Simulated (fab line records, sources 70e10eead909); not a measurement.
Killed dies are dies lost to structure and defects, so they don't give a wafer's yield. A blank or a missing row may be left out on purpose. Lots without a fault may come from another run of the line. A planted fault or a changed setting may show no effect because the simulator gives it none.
A struck lot beside a sound one | flow nand_harc | 39 steps out of a route of 1159
Sound: wafers L669.1, L669.2, L669.3. Struck: wafers L676.3, L676.5, L676.6. The cause comes at the end.
At each step with rows: each side's tool, then ch and its chambers, then its first start. Under that, the readings that differ: sound wafers | struck wafers | difference of the means | sigmas: that difference in standard deviations of wafers without a fault.
alike: readings whose means differ by less than 2 such deviations, and words and numbers that are the same on both sides. not compared: withheld readings, readings that some wafer has no value for, bounds like >300 that may hide the same value, and numbers for which the record gives no deviation and whose values overlap.
The two part at a step that has a row with sigmas, a row that says differs or no value, or rows on one side only. Numbers that don't overlap but have no deviation are shown without sigmas and don't part them. A reading that every wafer of one side lacks parts them only if that side has two wafers or more.

first, 2 steps without rows for these wafers: NHARC_A_STAIRCASE_HARDBAKE_10 (time 140 s); NHARC_A_STAIRCASE_DESCUM_11 (chemistry O2, time 3 s).
NHARC_A_STAIRCASE_TRIM_12: chemistry O2, time 211.2 s.
  sound on rie_diel-06 ch 0,2,3, day 10 15:29; struck on rie_diel-02 ch 0,1, day 12 00:52
  alike: drypump_motor_current_A, oes_product_au, rf_vpp_V, showerhead_plenum_p_Torr, throttle_valve_pct
  not compared: rf_hours_counter_h
then, 1 step without rows for these wafers: NHARC_A_STAIRCASE_ETCH_13 (etches the open film in C4F8/O2, target depth 100 nm, time 40.5 s).
NHARC_A_STAIRCASE_TRIM_14: chemistry O2, time 211.2 s.
  sound on rie_diel-06 ch 0,2,3; struck on rie_diel-02 ch 0,3
  alike: drypump_motor_current_A, oes_product_au, rf_vpp_V, showerhead_plenum_p_Torr, throttle_valve_pct
  not compared: rf_hours_counter_h
then, 4 steps without rows for these wafers: NHARC_A_STAIRCASE_ETCH_15 (etches the open film in C4F8/O2, target depth 100 nm, time 40.5 s); NHARC_A_STAIRCASE_TRIM_16 (chemistry O2, time 211.2 s); NHARC_A_STAIRCASE_ETCH_17 (etches the open film in C4F8/O2, target depth 100 nm, time 40.5 s); NHARC_A_STAIRCASE_TRIM_18 (chemistry O2, time 211.2 s).
NHARC_A_STAIRCASE_ETCH_19: etches the open film in C4F8/O2, target depth 100 nm, time 40.5 s.
  sound on rie_diel-06 ch 0,1,3; struck on rie_diel-02 ch 0,1
  alike: bias_w, oes_product_au, rf_fwd_power_W, rf_vpp_V
  not compared: rf_hours_counter_h
NHARC_A_STAIRCASE_TRIM_20: chemistry O2, time 211.2 s.
  sound on rie_diel-02 ch 0,1,2, day 10 16:46; struck on rie_diel-10 ch 1,3, day 12 02:17
  alike: drypump_motor_current_A, oes_product_au, rf_vpp_V, showerhead_plenum_p_Torr, throttle_valve_pct
  not compared: rf_hours_counter_h
then, 1 step without rows for these wafers: NHARC_A_STAIRCASE_ETCH_21 (etches the open film in C4F8/O2, target depth 100 nm, time 40.5 s).
NHARC_A_STAIRCASE_TRIM_22: chemistry O2, time 211.2 s.
  sound on rie_diel-02 ch 0,1,3; struck on rie_diel-10 ch 0,1
  alike: drypump_motor_current_A, oes_product_au, rf_vpp_V, showerhead_plenum_p_Torr, throttle_valve_pct
  not compared: rf_hours_counter_h
then, 19 steps without rows for these wafers: NHARC_A_STAIRCASE_ETCH_23 (etches the open film in C4F8/O2, target depth 100 nm, time 40.5 s); NHARC_A_STAIRCASE_TRIM_24 (chemistry O2, time 211.2 s); NHARC_A_STAIRCASE_ETCH_25 (etches the open film in C4F8/O2, target depth 100 nm, time 40.5 s); NHARC_A_STAIRCASE_TRIM_26 (chemistry O2, time 211.2 s); NHARC_A_STAIRCASE_ETCH_27 (etches the open film in C4F8/O2, target depth 100 nm, time 40.5 s); NHARC_A_STAIRCASE_STRIP_175 (strips in O2); NHARC_A_STAIRCASE_STRIP_148 (strips in SPM, time 900 s); NHARC_A_STAIRCASE_PRECLEAN_149 (cleans in SC1); NHARC_A_STAIRCASE_SRD_150; NHARC_A_STAIRCASE_DEHYDRATE_176 (time 120 s); NHARC_A_STAIRCASE_HMDS_177 (time 30 s); NHARC_A_STAIRCASE_COAT_178; NHARC_A_STAIRCASE_SOFTBAKE_179 (time 170 s); NHARC_A_STAIRCASE_EBR_180; NHARC_A_STAIRCASE_EXPOSE_181 (exposes mask STAIR 2); NHARC_A_STAIRCASE_PEB_182 (peb time 130 s); NHARC_A_STAIRCASE_DEVELOP_183 (time 140 s); NHARC_A_STAIRCASE_HARDBAKE_185 (time 140 s); NHARC_A_STAIRCASE_DESCUM_186 (chemistry O2, time 3 s).
NHARC_A_STAIRCASE_TRIM_187: chemistry O2, time 211.2 s.
  sound on rie_diel-02 ch 1,2,3, day 10 19:45; struck on rie_diel-06 ch 0,3, day 12 05:17
  alike: drypump_motor_current_A, oes_product_au, rf_vpp_V, showerhead_plenum_p_Torr, throttle_valve_pct
  not compared: rf_hours_counter_h
then, 5 steps without rows for these wafers: NHARC_A_STAIRCASE_ETCH_188 (etches the open film in C4F8/O2, target depth 100 nm, time 40.5 s); NHARC_A_STAIRCASE_TRIM_189 (chemistry O2, time 211.2 s); NHARC_A_STAIRCASE_ETCH_190 (etches the open film in C4F8/O2, target depth 100 nm, time 40.5 s); NHARC_A_STAIRCASE_TRIM_191 (chemistry O2, time 211.2 s); NHARC_A_STAIRCASE_ETCH_192 (etches the open film in C4F8/O2, target depth 100 nm, time 40.5 s).
-- the record jumps here: 9 days lie between the struck wafers' starts before and after (it left off in module A_STAIRCASE and takes up again in module END, whose first step shown is number 1159 of the route) --
NHARC_END_SORT_01:
  the record has rows for the struck wafers here (prober-02 ch 0, day 21 08:17) and none for the sound ones

WHERE THEY PART
Only at NHARC_END_SORT_01, within this record.

WHY: what the simulator had put in
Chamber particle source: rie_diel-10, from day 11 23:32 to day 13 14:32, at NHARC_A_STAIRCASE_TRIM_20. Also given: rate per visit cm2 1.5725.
